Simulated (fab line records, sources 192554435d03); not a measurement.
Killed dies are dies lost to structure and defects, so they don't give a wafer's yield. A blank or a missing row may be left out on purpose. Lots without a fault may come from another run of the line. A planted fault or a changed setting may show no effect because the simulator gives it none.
fab line records | flow n5_finfet
record lots=10 wafers=30 last_day=20
route steps=1938 shown BEOL_M12@1652 BEOL_M13@1669 PASSIVATION@1936
lots that met no fault: from a run of the same line without faults
start_h: hours from the record's first day to the start of the lot's first wafer shown | wait_h: hours since the lot's step before | " the same as in the row above | L1.1+2: a row that stands for several wafers | - no value, or no start given | * or withheld: withheld | < > ~ a bound
route shown NAME@n: a module of which the file shows steps, and the number in the route of the first | usual: mean/standard deviation of fault-free wafers | same: alike in all rows | chamber/n: place in a boat | sites: the reading at each site | _std_site: their standard deviation | _edge_site: outer sites' mean less inner sites' | radius_mm: how far each site lies from the wafer's centre | mask NAME#n: copy n | behind: the tool/chamber that last shaped the wafer | hold: why the lot was held/for how many hours/how that ended | device: the transistor (n, p or np) that didn't switch | end of line: the same wafers' tests at the end of the route | a step without rows: its recipe alone | killed: dies lost to structure and defects at the first sort, not the wafer's yield | map: a wafer's dies, x killed, . not, _ none there
set.NAME: the setting as run; set.NAME@STEP: as run at that earlier step | model.NAME: the simulator's own value behind a step, which no gauge read
steps of the route over a sample of lots; a table a step, a row a wafer
services: from which hour (start_h, from the record's first day; less than 0 if before it) a tool's chamber was out of use, for how many hours, and why
## steps
# step N5_BEOL_M12_ANNEAL_48
# recipe temp_c=225 time_s=90 ambient=N2
# usual wafer_temp_C_max=225.74/0.21
# columns lot.wafer tool chamber start_h wait_h wafer_temp_C_max
L189.1 rtp_anneal-02 0 275.50 0.3 225.69
L189.4 " 0 " " 225.49
L189.6 " 0 " " 225.57
L194.4 rtp_anneal-02 0 310.17 0.2 225.27
L194.5 " 0 " " 225.64
L194.6 " 0 " " 225.50
L198.1 rtp_anneal-02 0 323.25 0.1 225.43
L198.4 " 0 " " 225.31
L198.6 " 0 " " 226.13
L199.2 rtp_anneal-02 0 334.22 0.1 226.34
L199.3 " 0 " " 225.74
L199.5 " 0 " " 225.80
L207.2 rtp_anneal-02 0 374.41 0.1 225.67
L207.4 " 0 " " 225.65
L207.5 " 0 " " 225.64
L206.2 rtp_anneal-02 0 374.77 0.1 225.92
L206.3 " 0 " " 225.57
L206.4 " 0 " " 225.66
L208.2 rtp_anneal-02 0 377.07 0.1 226.00
L208.3 " 0 " " 225.72
L208.4 " 0 " " 225.96
L209.2 rtp_anneal-02 0 386.35 2.5 226.10
L209.4 " 0 " " 225.70
L209.5 " 0 " " 225.92
L210.1 rtp_anneal-02 0 407.31 0.3 225.85
L210.3 " 0 " " 225.61
L210.6 " 0 " " 225.92
L212.1 rtp_anneal-02 0 430.92 0.1 225.64
L212.2 " 0 " " 225.84
L212.5 " 0 " " 225.55
# step N5_BEOL_M12_RS_MEAS_54
# recipe thk_meas_gauge=four-point-probe reads=Cu_of_BEOL_M12_ECD_47+Ta_of_BEOL_M12_SPUTTER_44+TaN_of_BEOL_M12_SPUTTER_43
# usual M12_RS=0.0597/0.00083
# columns lot.wafer tool chamber start_h wait_h M12_RS[ohm/sq]
L189.1 film_metro-01 - 276.25 0.1 0.0586
L189.4 " - " " 0.0599
L189.6 " - " " 0.0605
L194.4 film_metro-02 - 310.76 0.0 0.0586
L194.5 " - " " 0.0594
L194.6 " - " " 0.0594
L198.1 film_metro-01 - 323.97 0.0 0.0595
L198.4 " - " " 0.0591
L198.6 " - " " 0.0605
L199.2 film_metro-01 - 334.89 0.0 0.0605
L199.3 " - " " 0.0585
L199.5 " - " " 0.0603
L207.2 film_metro-02 - 375.11 0.1 0.0594
L207.4 " - " " 0.0601
L207.5 " - " " 0.0590
L206.2 film_metro-01 - 375.44 0.0 0.0578
L206.3 " - " " 0.0585
L206.4 " - " " 0.0599
L208.2 film_metro-01 - 377.74 0.0 0.0603
L208.3 " - " " 0.0607
L208.4 " - " " 0.0592
L209.2 film_metro-02 - 387.03 0.0 0.0601
L209.4 " - " " 0.0605
L209.5 " - " " 0.0605
L210.1 film_metro-01 - 408.04 0.0 0.0602
L210.3 " - " " 0.0599
L210.6 " - " " 0.0598
L212.1 film_metro-01 - 431.64 0.0 0.0595
L212.2 " - " " 0.0611
L212.5 " - " " 0.0603
# step N5_BEOL_M13_CD_MEAS_10
# recipe target_cd_nm=190 landing_energy_ev=500 detector=se_inlens polarity=opening
# usual cd_nm=190.2/1
# columns lot.wafer tool chamber start_h wait_h cd_nm
L189.1 cd_sem-02 0 276.89 - 187.6
L189.4 " 0 " " 188.5
L189.6 " 0 " " 188.0
L194.4 cd_sem-02 0 311.40 - 190.6
L194.5 " 0 " " 190.4
L194.6 " 0 " " 190.1
L198.1 cd_sem-01 0 324.61 - 190.3
L198.4 " 0 " " 190.3
L198.6 " 0 " " 191.1
L199.2 cd_sem-01 0 335.41 - 190.3
L199.3 " 0 " " 191.4
L199.5 " 0 " " 191.2
L207.2 cd_sem-01 0 375.63 - 188.7
L207.4 " 0 " " 190.6
L207.5 " 0 " " 190.2
L206.2 cd_sem-01 0 376.08 - 189.8
L206.3 " 0 " " 190.7
L206.4 " 0 " " 190.1
L208.2 cd_sem-03 0 378.26 - 190.3
L208.3 " 0 " " 190.9
L208.4 " 0 " " 190.8
L209.2 cd_sem-02 0 387.60 - 189.4
L209.4 " 0 " " 190.7
L209.5 " 0 " " 191.2
L210.1 cd_sem-02 0 408.56 - 190.3
L210.3 " 0 " " 189.5
L210.6 " 0 " " 188.9
L212.1 cd_sem-03 0 432.34 - 191.0
L212.2 " 0 " " 191.1
L212.5 " 0 " " 191.9
# step N5_BEOL_M13_ETCH_59
# recipe chemistry=N2/H2 target=BARC target_depth_a=890 overetch_a=267 time_s=67.9 ion_energy_ev=200 pressure_mtorr=30 source_w=840 bias_w=150 n2_flow_sccm=200 h2_flow_sccm=200
# usual drypump_motor_current_A=5.8/0.57 oes_product_au=0.68/0.064 rf_vpp_V=523.1/2.1 run_length_s=91.4/0.54 showerhead_plenum_p_Torr=2.51/0.075 throttle_valve_pct=17.76/0.19
# columns lot.wafer tool chamber start_h wait_h drypump_motor_current_A oes_product_au rf_hours_counter_h rf_vpp_V run_length_s showerhead_plenum_p_Torr throttle_valve_pct
L189.1 rie_diel-06 1 277.03 0.0 5.2 0.66 122 520.9 91.4 2.45 17.83
L189.4 " 2 " " 6.5 0.84 - 522.9 92.4 2.49 17.68
L189.6 " 1 " " 5.2 0.67 - 521.8 91.6 2.45 17.84
L194.4 rie_diel-02 0 311.52 0.0 5.7 0.67 130 524.9 91.4 2.55 17.47
L194.5 " 3 " " 4.8 0.67 - 519.5 90.4 2.46 17.66
L194.6 " 2 " " 6.1 0.66 - 522.7 91.1 2.56 17.94
L198.1 rie_diel-02 2 324.73 0.0 6.1 0.66 111 524.2 91.6 2.56 17.93
L198.4 " 1 " " 6.4 0.70 75 526.2 91.6 2.68 17.87
L198.6 " 3 " " 4.7 0.67 - 520.7 90.4 2.46 17.64
L199.2 rie_diel-02 2 335.53 0.0 6.1 0.78 115 523.9 78.8 2.56 17.99
L199.3 " 1 " " 6.4 0.80 79 527.2 78.9 2.68 17.91
L199.5 " 3 " " 4.7 0.79 - 520.7 78.4 2.46 17.69
L207.2 rie_diel-06 2 375.75 0.0 6.6 0.77 34 521.9 92.0 2.48 17.72
L207.4 " 0 " " 6.2 0.77 23 522.0 91.0 2.50 17.51
L207.5 " 3 " " 5.8 0.64 - 520.2 91.0 2.43 18.07
L206.2 rie_diel-02 0 376.31 0.0 5.8 0.75 150 524.1 79.3 2.54 17.52
L206.3 " 2 " " 6.2 0.76 129 523.5 78.9 2.55 18.00
L206.4 " 1 " " 6.4 0.79 91 526.2 78.9 2.68 17.93
L208.2 rie_diel-05 0 378.38 0.0 5.0 0.62 212 526.2 92.0 2.63 17.79
L208.3 " 2 " " 5.3 0.71 84 522.1 90.3 2.47 17.78
L208.4 " 1 " " 6.0 0.61 208 524.0 91.2 2.51 17.57
L209.2 rie_diel-06 3 387.73 0.0 5.8 0.64 171 521.3 91.0 2.43 18.09
L209.4 " 1 " " 5.2 0.64 - 521.6 91.7 2.44 17.88
L209.5 " 2 " " 6.6 0.76 - 522.6 92.6 2.48 17.75
L210.1 rie_diel-06 3 408.68 0.0 5.8 0.64 178 521.1 91.2 2.43 18.10
L210.3 " 1 " " 5.2 0.63 165 522.0 91.7 2.43 17.91
L210.6 " 3 " " 5.8 0.64 - 521.8 91.4 2.43 18.10
L212.1 rie_diel-02 1 432.46 0.0 6.4 0.67 107 526.8 91.1 2.67 17.94
L212.2 " 0 " " 5.8 0.64 165 525.1 91.5 2.53 17.54
L212.5 " 3 " " 4.7 0.64 - 521.2 90.1 2.44 17.69
# step N5_BEOL_M13_STRIP_63
# recipe chemistry=N2/H2 power_w=1000 temp_c=250 h2_frac=0.65 overash_fraction=0.3 pressure_mtorr=1000 n2_flow_sccm=1750 h2_flow_sccm=3250
# usual drypump_motor_current_A=5.7/0.51 heater_power_w=358/49 oes_product_au=0.674/0.0051 strip_time_to_endpoint_s=27.9/0.97
# columns lot.wafer tool chamber start_h wait_h drypump_motor_current_A heater_power_w oes_product_au rf_hours_counter_h strip_time_to_endpoint_s
L189.1 plasma_asher-02 1 277.31 - 5.9 411 0.667 75 29.2
L189.4 " 1 " " 5.9 413 0.658 - 27.1
L189.6 " 1 " " 5.8 419 0.675 - 27.5
L194.4 plasma_asher-01 0 311.85 - 6.0 272 0.670 - 27.1
L194.5 " 0 " " 6.0 259 0.677 - 27.7
L194.6 " 1 " " 6.5 351 0.673 - 27.2
L198.1 plasma_asher-02 0 325.02 - 5.1 340 0.673 81 28.5
L198.4 " 0 " " 5.1 351 0.674 - 27.6
L198.6 " 1 " " 5.8 402 0.671 - 27.2
L199.2 plasma_asher-02 1 335.87 - 5.8 404 0.680 83 32.0
L199.3 " 0 " " 5.1 351 0.678 - 30.3
L199.5 " 0 " " 5.1 346 0.670 - 29.4
L207.2 plasma_asher-01 0 376.04 - 6.0 265 0.679 150 28.3
L207.4 " 0 " " 6.0 266 0.673 - 27.1
L207.5 " 0 " " 6.1 280 0.673 - 27.6
L206.2 plasma_asher-02 1 376.60 - 5.9 409 0.680 93 33.4
L206.3 " 0 " " 5.1 333 0.687 - 33.2
L206.4 " 1 " " 5.9 409 0.678 - 33.4
L208.2 plasma_asher-02 1 378.67 - 5.8 421 0.669 94 29.0
L208.3 " 1 " " 5.8 413 0.673 - 28.5
L208.4 " 0 " " 5.1 351 0.678 - 26.9
L209.2 plasma_asher-02 0 388.01 - 5.1 353 0.678 96 29.0
L209.4 " 1 " " 5.9 416 0.681 - 27.3
L209.5 " 0 " " 5.1 346 0.683 - 27.9
L210.1 plasma_asher-01 0 408.97 - 6.1 267 0.676 156 28.4
L210.3 " 1 " " 6.5 351 0.677 - 28.1
L210.6 " 1 " " 6.5 365 0.671 - 27.1
L212.1 plasma_asher-01 0 432.75 - 6.1 274 0.672 160 29.0
L212.2 " 1 " " 6.5 357 0.680 160 28.2
L212.5 " 0 " " 6.0 266 0.670 - 26.5
# step N5_PASSIVATION_PROBE_49
# usual defect_limited_yield=91.1/1.5 killed_at_M0_to_M3=36/11 killed_at_M4_up=14/5.6 killed_at_contacts=11/5.6 killed_at_front_end=40/12 killed_at_other=4/3.2 killed_dies=105/17 killed_on_rim=14/3.4 killed_open=69/12 killed_short=34/8.4 sort_bin_5_function=5.2/0.95 sort_bin_6_memory=3.3/0.63 sort_n_pass=1075/17 sort_yield_pct=91.1/1.5
# same gross_dies=1180 killed_at_back_side=0 sort_bin_4_leakage[%]=0 sort_bin_8_speed[%]=0
# columns lot.wafer tool chamber start_h wait_h defect_limited_yield[%] killed_at_M0_to_M3 killed_at_M4_up killed_at_contacts killed_at_front_end killed_at_other killed_dies killed_on_rim killed_open killed_short sort_bin_5_function[%] sort_bin_6_memory[%] sort_n_pass sort_yield_pct[%]
L189.1 prober-01 - 310.81 0.0 89.7 55 21 1 43 2 122 20 92 30 5.9 4.2 1058 89.7
L189.4 prober-01 - 310.96 0.2 93.3 27 10 6 34 2 79 7 61 18 4.0 2.6 1101 93.3
L189.6 prober-01 - 311.06 0.3 91.4 37 9 15 38 3 102 17 65 37 4.8 3.5 1078 91.4
L194.4 prober-01 - 343.66 0.2 91.7 29 20 8 41 0 98 16 65 27 4.3 3.4 1082 91.7
L194.5 prober-01 - 343.71 0.3 90.7 37 21 17 33 2 110 14 79 31 4.9 4.1 1070 90.7
L194.6 prober-01 - 343.76 0.3 92.1 36 10 12 32 3 93 16 67 25 4.7 3.1 1087 92.1
L198.1 prober-02 - 357.41 0.0 93.1 33 11 3 33 1 81 12 51 27 4.0 2.5 1099 93.1
L198.4 prober-02 - 357.56 0.2 91.9 32 13 12 33 6 96 12 60 30 4.1 3.6 1084 91.9
L198.6 prober-02 - 357.66 0.3 91.4 36 8 16 40 1 101 15 70 31 5.4 3.0 1079 91.4
L199.2 prober-01 - 367.47 0.1 92.2 42 14 8 28 0 92 12 57 34 4.6 3.1 1088 92.2
L199.3 prober-01 - 367.52 0.1 90.5 47 16 6 41 2 112 12 67 43 5.7 3.5 1068 90.5
L199.5 prober-01 - 367.62 0.2 90.6 52 9 7 39 4 111 10 61 50 5.0 3.6 1069 90.6
L207.2 prober-01 - 412.54 0.1 90.3 51 20 8 33 2 114 18 69 42 5.9 3.5 1066 90.3
L207.4 prober-01 - 412.64 0.2 92.5 42 8 13 23 2 88 12 59 28 4.3 2.5 1092 92.5
L207.5 prober-01 - 412.69 0.2 89.7 45 16 22 34 4 121 12 75 46 5.7 4.3 1059 89.7
L208.2 prober-02 - 413.16 0.1 90.5 39 5 14 48 6 112 10 77 28 4.5 4.5 1068 90.5
L208.3 prober-02 - 413.21 0.1 91.8 26 12 16 32 11 97 11 58 36 5.1 2.9 1083 91.8
L208.4 prober-02 - 413.26 0.2 93.6 30 8 7 27 4 76 14 48 27 3.8 2.4 1104 93.6
L206.2 prober-01 - 414.50 0.1 92.0 17 12 11 52 2 94 16 64 23 4.3 3.1 1086 92.0
L206.3 prober-01 - 414.55 0.1 90.2 60 13 10 31 2 116 19 77 36 5.7 4.0 1064 90.2
L206.4 prober-01 - 414.60 0.2 91.4 41 8 10 40 2 101 12 67 34 5.8 2.7 1079 91.4
L209.2 prober-01 - 426.52 0.1 90.3 26 25 6 58 0 115 13 73 40 5.6 3.8 1065 90.3
L209.4 prober-01 - 426.62 0.2 91.4 26 20 8 47 1 102 10 68 34 4.5 4.0 1078 91.4
L209.5 prober-01 - 426.67 0.2 88.7 39 7 12 75 0 133 14 80 51 6.8 3.8 1047 88.7
L210.1 prober-02 - 443.28 0.0 92.2 27 21 20 23 1 92 16 74 18 5.1 2.7 1088 92.2
L210.3 prober-02 - 443.38 0.1 92.9 28 6 15 34 1 84 15 56 27 3.6 3.1 1096 92.9
L210.6 prober-02 - 443.53 0.3 87.9 43 22 20 49 9 143 14 97 46 7.5 4.3 1037 87.9
L212.1 prober-01 - 468.48 0.0 91.4 35 10 5 50 2 102 18 64 38 5.3 3.3 1078 91.4
L212.2 prober-01 - 468.53 0.1 91.9 42 15 10 18 10 95 11 69 26 4.3 3.6 1085 91.9
L212.5 prober-01 - 468.68 0.2 90.8 62 16 6 22 3 109 17 66 37 4.2 4.2 1071 90.8
# killed by level:class
L189.1 BEOL_M2:geometric_particle:open=22 STI_FIN_REVEAL:geometric_particle:open=18 BEOL_M3:geometric_particle:open=10 BEOL_M0_SAQP:geometric_particle:open=7 BEOL_M5:geometric_particle:open=6 BEOL_M4:geometric_particle:open=6 STARTING-WAFER:geometric_particle:short=5 BEOL_M2:geometric_particle:short=4
L189.4 FIN_SAQP:geometric_particle:open=13 BEOL_M3:geometric_particle:open=9 STI_FIN_REVEAL:geometric_particle:open=6 BEOL_M2:geometric_particle:open=6 BEOL_M0_SAQP:geometric_particle:short=6 FIN_SAQP:geometric_particle:short=5 BEOL_M0_SAQP:geometric_particle:open=5 BEOL_M4:geometric_particle:open=5
L189.6 MOL_CONTACT_COAG:geometric_particle:open=13 BEOL_M2:geometric_particle:open=12 FIN_SAQP:geometric_particle:short=8 BEOL_M0:geometric_particle:open=6 STI_FIN_REVEAL:geometric_particle:open=5 GATE_CUT:geometric_particle:short=5 BEOL_M3:geometric_particle:open=5 DUMMY_GATE:geometric_particle:open=4
L194.4 FIN_SAQP:geometric_particle:open=10 STI_FIN_REVEAL:geometric_particle:open=8 MOL_CONTACT_COAG:geometric_particle:open=8 BEOL_M0_SAQP:geometric_particle:open=8 BEOL_M4:geometric_particle:open=8 BEOL_M0_SAQP:geometric_particle:short=7 STARTING-WAFER:geometric_particle:short=6 HKMG_FIN:area_etch=6
L194.5 MOL_CONTACT_COAG:geometric_particle:open=14 BEOL_M1:geometric_particle:open=10 FIN_SAQP:geometric_particle:open=10 FIN_SAQP:geometric_particle:short=10 BEOL_M3:geometric_particle:open=10 BEOL_M0_SAQP:geometric_particle:open=7 BEOL_M0_SAQP:geometric_particle:short=6 BEOL_M4:geometric_particle:short=6
L194.6 FIN_SAQP:geometric_particle:open=12 MOL_CONTACT_COAG:geometric_particle:open=9 BEOL_M3:geometric_particle:open=8 BEOL_M1:geometric_particle:open=6 BEOL_M2:geometric_particle:open=6 BEOL_M0_SAQP:geometric_particle:short=5 DUMMY_GATE:geometric_particle:open=4 STARTING-WAFER:geometric_particle:open=4
L198.1 BEOL_M0_SAQP:geometric_particle:open=10 FIN_SAQP:geometric_particle:open=7 BEOL_M0_SAQP:geometric_particle:short=7 FIN_SAQP:geometric_particle:short=6 BEOL_M2:geometric_particle:open=5 BEOL_M3:geometric_particle:open=5 STI_FIN_REVEAL:geometric_particle:open=4 BEOL_M4:geometric_particle:open=4
L198.4 BEOL_M0_SAQP:geometric_particle:short=9 BEOL_M3:geometric_particle:open=9 MOL_CONTACT_COAG:geometric_particle:open=8 DUMMY_GATE:geometric_particle:open=7 FIN_SAQP:geometric_particle:open=6 BEOL_M0_SAQP:geometric_particle:open=5 BEOL_M4:geometric_particle:open=5 MOL_CONTACT_COAG:geometric_particle:short=4
L198.6 FIN_SAQP:geometric_particle:short=14 MOL_CONTACT_COAG:geometric_particle:open=14 BEOL_M1:geometric_particle:open=10 STI_FIN_REVEAL:geometric_particle:open=9 FIN_SAQP:geometric_particle:open=7 BEOL_M0_SAQP:geometric_particle:open=7 BEOL_M3:geometric_particle:open=7 BEOL_M5:geometric_particle:open=4
L199.2 BEOL_M0_SAQP:geometric_particle:short=11 BEOL_M3:geometric_particle:open=10 FIN_SAQP:geometric_particle:short=7 MOL_CONTACT_COAG:geometric_particle:open=7 BEOL_M2:geometric_particle:open=6 BEOL_M4:geometric_particle:open=6 BEOL_M0_SAQP:geometric_particle:open=5 FIN_SAQP:geometric_particle:open=4
L199.3 BEOL_M3:geometric_particle:open=17 FIN_SAQP:geometric_particle:short=16 FIN_SAQP:geometric_particle:open=10 BEOL_M0_SAQP:geometric_particle:short=8 BEOL_M4:geometric_particle:open=7 BEOL_M0_SAQP:geometric_particle:open=6 MOL_CONTACT_COAG:geometric_particle:open=4 BEOL_M3:geometric_particle:short=4
L199.5 BEOL_M0_SAQP:geometric_particle:short=14 FIN_SAQP:geometric_particle:open=12 FIN_SAQP:geometric_particle:short=12 BEOL_M0_SAQP:geometric_particle:open=9 BEOL_M1:geometric_particle:open=9 MOL_CONTACT_COAG:geometric_particle:open=5 BEOL_M2:geometric_particle:short=5 BEOL_M3:geometric_particle:open=5
L207.2 STI_FIN_REVEAL:geometric_particle:open=12 BEOL_M0_SAQP:geometric_particle:short=12 BEOL_M0_SAQP:geometric_particle:open=12 BEOL_M4:geometric_particle:short=8 FIN_SAQP:geometric_particle:open=7 MOL_CONTACT_COAG:geometric_particle:open=6 BEOL_M1:geometric_particle:open=6 BEOL_M2:geometric_particle:short=6
L207.4 MOL_CONTACT_COAG:geometric_particle:open=13 BEOL_M0_SAQP:geometric_particle:open=13 FIN_SAQP:geometric_particle:open=8 BEOL_M0_SAQP:geometric_particle:short=7 FIN_SAQP:geometric_particle:short=5 BEOL_M3:geometric_particle:open=5 BEOL_M3:geometric_particle:short=5 BEOL_M2:geometric_particle:open=4
L207.5 MOL_CONTACT_COAG:geometric_particle:open=17 FIN_SAQP:geometric_particle:open=12 BEOL_M0_SAQP:geometric_particle:short=12 FIN_SAQP:geometric_particle:short=11 BEOL_M3:geometric_particle:open=9 BEOL_M0_SAQP:geometric_particle:open=8 BEOL_M2:geometric_particle:open=7 BEOL_M4:geometric_particle:open=7
L208.2 STI_FIN_REVEAL:geometric_particle:open=13 MOL_CONTACT_COAG:geometric_particle:open=12 BEOL_M1:geometric_particle:open=11 BEOL_M0_SAQP:geometric_particle:short=9 DUMMY_GATE:geometric_particle:open=7 BEOL_M0_SAQP:geometric_particle:open=7 GATE_CUT:geometric_particle:open=5 GATE_CUT:geometric_particle:short=4
L208.3 MOL_CONTACT_COAG:geometric_particle:open=11 FIN_SAQP:geometric_particle:open=7 GATE_CUT:geometric_particle:short=6 BEOL_M0_SAQP:geometric_particle:open=6 BEOL_M0_SAQP:geometric_particle:short=5 BEOL_M2:geometric_particle:open=5 BEOL_M4:geometric_particle:open=5 MIM_TOP:geometric_particle:short=5
L208.4 BEOL_M1:geometric_particle:open=9 FIN_SAQP:geometric_particle:open=6 BEOL_M0_SAQP:geometric_particle:short=6 GATE_CUT:geometric_particle:open=4 MOL_CONTACT_COAG:geometric_particle:open=4 BEOL_M0_SAQP:geometric_particle:open=4 STI_FIN_REVEAL:geometric_particle:open=3 MOL_CONTACT_COAG:geometric_particle:short=3
L206.2 STI_FIN_REVEAL:geometric_particle:open=16 MOL_CONTACT_COAG:geometric_particle:open=8 FIN_SAQP:geometric_particle:open=6 STARTING-WAFER:geometric_particle:open=5 DUMMY_GATE:geometric_particle:open=5 BEOL_M2:geometric_particle:open=5 BEOL_M4:geometric_particle:open=5 HKMG_FIN:area_etch=5
L206.3 BEOL_M0_SAQP:geometric_particle:open=16 BEOL_M0_SAQP:geometric_particle:short=14 BEOL_M2:geometric_particle:open=14 MOL_CONTACT_COAG:geometric_particle:open=9 FIN_SAQP:geometric_particle:open=8 STARTING-WAFER:geometric_particle:short=7 BEOL_M1:geometric_particle:open=6 FIN_SAQP:geometric_particle:short=5
L206.4 BEOL_M0_SAQP:geometric_particle:short=14 DUMMY_GATE:geometric_particle:open=11 FIN_SAQP:geometric_particle:open=9 BEOL_M0_SAQP:geometric_particle:open=9 STI_FIN_REVEAL:geometric_particle:open=8 BEOL_M1:geometric_particle:open=7 MOL_CONTACT_COAG:geometric_particle:open=6 BEOL_M4:geometric_particle:open=5
L209.2 STI_FIN_REVEAL:geometric_particle:open=16 FIN_SAQP:geometric_particle:short=13 BEOL_M4:geometric_particle:open=9 BEOL_M2:geometric_particle:open=8 BEOL_M1:geometric_particle:open=7 FIN_SAQP:geometric_particle:open=6 GATE_CUT:geometric_particle:short=5 MOL_CONTACT_COAG:geometric_particle:open=5
L209.4 FIN_SAQP:geometric_particle:open=10 FIN_SAQP:geometric_particle:short=9 BEOL_M1:geometric_particle:open=9 BEOL_M3:geometric_particle:open=8 GATE_CUT:geometric_particle:short=7 BEOL_M4:geometric_particle:open=6 MOL_CONTACT_COAG:geometric_particle:open=6 DUMMY_GATE:geometric_particle:short=5
L209.5 FIN_SAQP:geometric_particle:open=27 FIN_SAQP:geometric_particle:short=15 BEOL_M2:geometric_particle:open=12 BEOL_M1:geometric_particle:open=7 GATE_CUT:geometric_particle:short=6 MOL_CONTACT_COAG:geometric_particle:short=6 MOL_CONTACT_COAG:geometric_particle:open=6 GATE_CUT:geometric_particle:open=5
L210.1 MOL_CONTACT_COAG:geometric_particle:open=18 BEOL_M4:geometric_particle:open=17 BEOL_M2:geometric_particle:open=12 DUMMY_GATE:geometric_particle:open=7 FIN_SAQP:geometric_particle:short=6 BEOL_M0:geometric_particle:open=4 FIN_SAQP:geometric_particle:open=3 BEOL_M3:geometric_particle:open=3
L210.3 MOL_CONTACT_COAG:geometric_particle:open=12 BEOL_M2:geometric_particle:open=9 STI_FIN_REVEAL:geometric_particle:open=7 BEOL_M0_SAQP:geometric_particle:open=6 STARTING-WAFER:geometric_particle:short=5 FIN_SAQP:geometric_particle:short=4 DUMMY_GATE:geometric_particle:open=4 FIN_SAQP:geometric_particle:open=3
L210.6 BEOL_M4:geometric_particle:open=17 MOL_CONTACT_COAG:geometric_particle:open=16 BEOL_M2:geometric_particle:open=13 STI_FIN_REVEAL:geometric_particle:open=11 FIN_SAQP:geometric_particle:short=10 DUMMY_GATE:geometric_particle:open=8 BEOL_M2:geometric_particle:short=8 GATE_CUT:geometric_particle:short=7
L212.1 FIN_SAQP:geometric_particle:open=13 BEOL_M2:geometric_particle:open=10 FIN_SAQP:geometric_particle:short=8 BEOL_M0_SAQP:geometric_particle:short=7 STI_FIN_REVEAL:geometric_particle:open=6 BEOL_M1:geometric_particle:open=6 BEOL_M3:geometric_particle:open=5 GATE_CUT:geometric_particle:short=5
L212.2 BEOL_M2:geometric_particle:open=10 BEOL_M0_SAQP:geometric_particle:open=8 MOL_CONTACT_COAG:geometric_particle:open=7 BEOL_M0_SAQP:geometric_particle:short=7 BEOL_M1:geometric_particle:open=6 BEOL_M3:geometric_particle:open=6 BEOL_M4:geometric_particle:open=6 MIM_TOP_ETCH:geometric_particle:short=4
L212.5 BEOL_M3:geometric_particle:open=14 BEOL_M2:geometric_particle:open=13 BEOL_M0_SAQP:geometric_particle:short=8 BEOL_M0_SAQP:geometric_particle:open=7 BEOL_M1:geometric_particle:open=7 BEOL_M4:geometric_particle:open=7 FIN_SAQP:geometric_particle:open=5 BEOL_M2:geometric_particle:short=5
## services
# columns tool chamber start_h hours kind
rie_diel-05 1 268.62 5.2 repair
rie_diel-06 0 269.92 - clean
rie_diel-06 0 269.92 - consumable_replace:focus_ring
rie_diel-06 0 269.92 19.5 scheduled_down
rie_diel-06 0 269.92 19.5 vent_cycle
plasma_asher-02 - 288.01 2.1 repair
rie_diel-05 0 295.90 7.5 repair
rie_diel-02 - 306.21 0.9 repair
plasma_asher-02 - 310.20 14.6 pm
rie_diel-05 - 311.94 4.3 pm
rie_diel-06 0 313.92 13.7 repair
plasma_asher-02 - 332.58 3.2 repair
rie_diel-05 - 332.69 0.7 repair
plasma_asher-01 - 336.00 15.6 pm
rtp_anneal-02 - 383.37 2.9 pm
rie_diel-06 0 386.48 5.5 repair
rie_diel-02 2 401.27 1.5 repair
plasma_asher-02 - 403.43 2.2 repair
plasma_asher-01 - 415.64 2.8 pm
rie_diel-05 3 426.73 15.0 repair
rie_diel-02 0 427.45 2.2 repair
## key
first_sign step=N5_BEOL_M13_ETCH_59 reading=run_length_s direction=down sigmas=23 usual=* struck=*
effect step=N5_BEOL_M13_ETCH_59 reading=oes_product_au direction=up sigmas=1.5 usual=0.68 struck=0.78
effect step=N5_BEOL_M13_STRIP_63 reading=strip_time_to_endpoint_s direction=up sigmas=4.1 usual=* struck=*
met_at N5_BEOL_M13_ETCH_59
struck_lots L199,L206
not_acting_at N5_BEOL_M12_ANNEAL_48,N5_BEOL_M12_RS_MEAS_54,N5_BEOL_M13_CD_MEAS_10
onset_between 324.73 335.53
fault kind=process_parameter_drift tool=rie_diel-02 chamber=- onset_h=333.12 steps=N5_BEOL_M13_ETCH_59 channel=time_s offset=* shape=step end_h=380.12 acts_in=* stated=*
